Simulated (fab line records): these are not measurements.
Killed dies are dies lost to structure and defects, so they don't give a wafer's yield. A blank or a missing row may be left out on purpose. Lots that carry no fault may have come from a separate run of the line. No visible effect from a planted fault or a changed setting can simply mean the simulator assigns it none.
Which of the tools did it? :: flow n5-finfet :: route of 1938 steps, sampled at 1 step: 10 lots, 30 wafers

WHAT EACH GAUGE READ, for each wafer
N5_BEOL_M4_RC_MEAS_101.
lot: L322
measured: day 10 01:32
on: prober-01
DIBL_N (mV/V): 38.3 39.5 38.3
DIBL_P (mV/V): 38.9 39.3 38.3
IOFF_N (nA/um): 0.19 0.22 0.18
IOFF_P (nA/um): 0.23 0.24 0.22
ION_N (uA/um): 684 681 672
ION_P (uA/um): 459 459 453
SS_N (mV/dec): 71.8 72.5 71.8
SS_P (mV/dec): 74.7 74.4 73.9
VT_N (mV): 250 247 249
VT_P (mV): -252 -253 -253

lot: L323
measured: day 10 03:59
on: prober-01
DIBL_N (mV/V): 36.7 35.5 35.9
DIBL_P (mV/V): 38.4 36.3 38.2
IOFF_N (nA/um): 0.18 0.17 0.17
IOFF_P (nA/um): 0.24 0.21 0.24
ION_N (uA/um): 668 678 661
ION_P (uA/um): 456 463 458
SS_N (mV/dec): 71.8 71.5 72.1
SS_P (mV/dec): 73.2 73.5 74.4
VT_N (mV): 248 251 248
VT_P (mV): -246 -247 -247

lot: L324
measured: day 10 10:39
on: prober-01
DIBL_N (mV/V): 34.1 36.3 34.5
DIBL_P (mV/V): 34.7 36.6 34.4
IOFF_N (nA/um): 0.13 0.16 0.13
IOFF_P (nA/um): 0.17 0.19 0.16
ION_N (uA/um): 665 679 664
ION_P (uA/um): 454 457 451
SS_N (mV/dec): 71.1 71.4 71.0
SS_P (mV/dec): 72.4 72.9 72.5
VT_N (mV): 252 248 251
VT_P (mV): -252 -251 -254

lot: L325
measured: day 10 16:56
on: prober-02
DIBL_N (mV/V): 35.4 40.4 37.8
DIBL_P (mV/V): 33.1 40.4 35.9
IOFF_N (nA/um): 0.14 0.26 0.18
IOFF_P (nA/um): 0.18 0.31 0.21
ION_N (uA/um): 689 717 681
ION_P (uA/um): 467 480 462
SS_N (mV/dec): 71.3 72.2 72.4
SS_P (mV/dec): 71.7 73.7 73.5
VT_N (mV): 249 241 247
VT_P (mV): -250 -245 -248

lot: L326
measured: day 10 19:24
on: prober-02
DIBL_N (mV/V): 36.7 39.1 36.3
DIBL_P (mV/V): 37.8 40.6 37.5
IOFF_N (nA/um): 0.17 0.20 0.16
IOFF_P (nA/um): 0.21 0.27 0.22
ION_N (uA/um): 673 675 666
ION_P (uA/um): 458 466 463
SS_N (mV/dec): 71.7 71.5 71.2
SS_P (mV/dec): 73.6 74.3 73.8
VT_N (mV): 248 245 247
VT_P (mV): -250 -247 -252

lot: L327
measured: day 11 10:10
on: prober-02
DIBL_N (mV/V): 34.5 34.2 35.3
DIBL_P (mV/V): 35.4 35.6 35.0
IOFF_N (nA/um): 0.15 0.15 0.14
IOFF_P (nA/um): 0.22 0.23 0.21
ION_N (uA/um): 668 682 659
ION_P (uA/um): 462 470 455
SS_N (mV/dec): 70.2 71.2 71.0
SS_P (mV/dec): 73.0 72.5 73.0
VT_N (mV): 250 249 253
VT_P (mV): -247 -244 -251

lot: L328
measured: day 11 21:42
on: prober-02
DIBL_N (mV/V): 34.3 37.3 35.8
DIBL_P (mV/V): 35.5 39.1 36.8
IOFF_N (nA/um): 0.17 0.22 0.19
IOFF_P (nA/um): 0.20 0.27 0.22
ION_N (uA/um): 677 689 693
ION_P (uA/um): 457 468 464
SS_N (mV/dec): 71.5 72.8 72.2
SS_P (mV/dec): 73.0 73.9 72.6
VT_N (mV): 249 245 248
VT_P (mV): -249 -247 -250

lot: L331
measured: day 12 01:16
on: prober-02
DIBL_N (mV/V): 33.7 34.4 34.8
DIBL_P (mV/V): 34.6 35.5 36.7
IOFF_N (nA/um): 0.12 0.14 0.15
IOFF_P (nA/um): 0.17 0.18 0.20
ION_N (uA/um): 669 670 674
ION_P (uA/um): 457 460 462
SS_N (mV/dec): 71.3 71.1 71.3
SS_P (mV/dec): 72.6 73.0 72.9
VT_N (mV): 255 251 251
VT_P (mV): -252 -252 -252

lot: L333
measured: day 12 17:44
on: prober-02
DIBL_N (mV/V): 35.3 36.2 34.4
DIBL_P (mV/V): 33.9 35.6 33.5
IOFF_N (nA/um): 0.13 0.14 0.12
IOFF_P (nA/um): 0.17 0.19 0.16
ION_N (uA/um): 651 677 655
ION_P (uA/um): 447 465 452
SS_N (mV/dec): 71.1 71.7 71.4
SS_P (mV/dec): 72.2 73.0 72.7
VT_N (mV): 255 252 255
VT_P (mV): -254 -251 -252

lot: L337
measured: day 14 02:04
on: prober-02
DIBL_N (mV/V): 34.9 38.4 34.8
DIBL_P (mV/V): 33.1 38.7 33.7
IOFF_N (nA/um): 0.13 0.20 0.13
IOFF_P (nA/um): 0.17 0.25 0.17
ION_N (uA/um): 681 688 690
ION_P (uA/um): 462 463 465
SS_N (mV/dec): 71.8 72.1 70.8
SS_P (mV/dec): 73.0 73.7 72.6
VT_N (mV): 251 245 250
VT_P (mV): -252 -249 -254

EACH LOT AND THE TOOL THAT RAN IT (in order: tool; ch and the chambers of the sampled wafers; start)
The record shows no process step preceding these readings.

AS READ BY THE TOOLS THEMSELVES (means over the sampled wafers that have a number; for cases with no such wafer, the mark the record gives instead)
The record holds no such reading with a usual standard deviation.

THE ANSWER, worked out from the rows above alone
Rule: usual is defined by the lots themselves. Put in order of their means at a reading, lots are off if they are a third of the lots or fewer, leave a main group of 4 or more, and stand apart from it by a gap of 3 or more times the standard deviation of the main group's means; of several such gaps the widest counts. The tables above print the reading to a certain number of digits; a main group whose means all agree to those digits is not used. A lot without any number at a reading at which 4 lots or more have one is off too. Any other lot the step has rows for is counted as sound. The gauges are gone through in route order, then the tools' own readings, and for those a lot's mean is taken as printed above. The first step at which some lot is off is used, and at that step the reading that is off furthest; a lot without a number counts as furthest.
Nothing can be told from this: no lot is off at any reading shown.

WHAT HAD BEEN PUT IN BY THE SIMULATOR
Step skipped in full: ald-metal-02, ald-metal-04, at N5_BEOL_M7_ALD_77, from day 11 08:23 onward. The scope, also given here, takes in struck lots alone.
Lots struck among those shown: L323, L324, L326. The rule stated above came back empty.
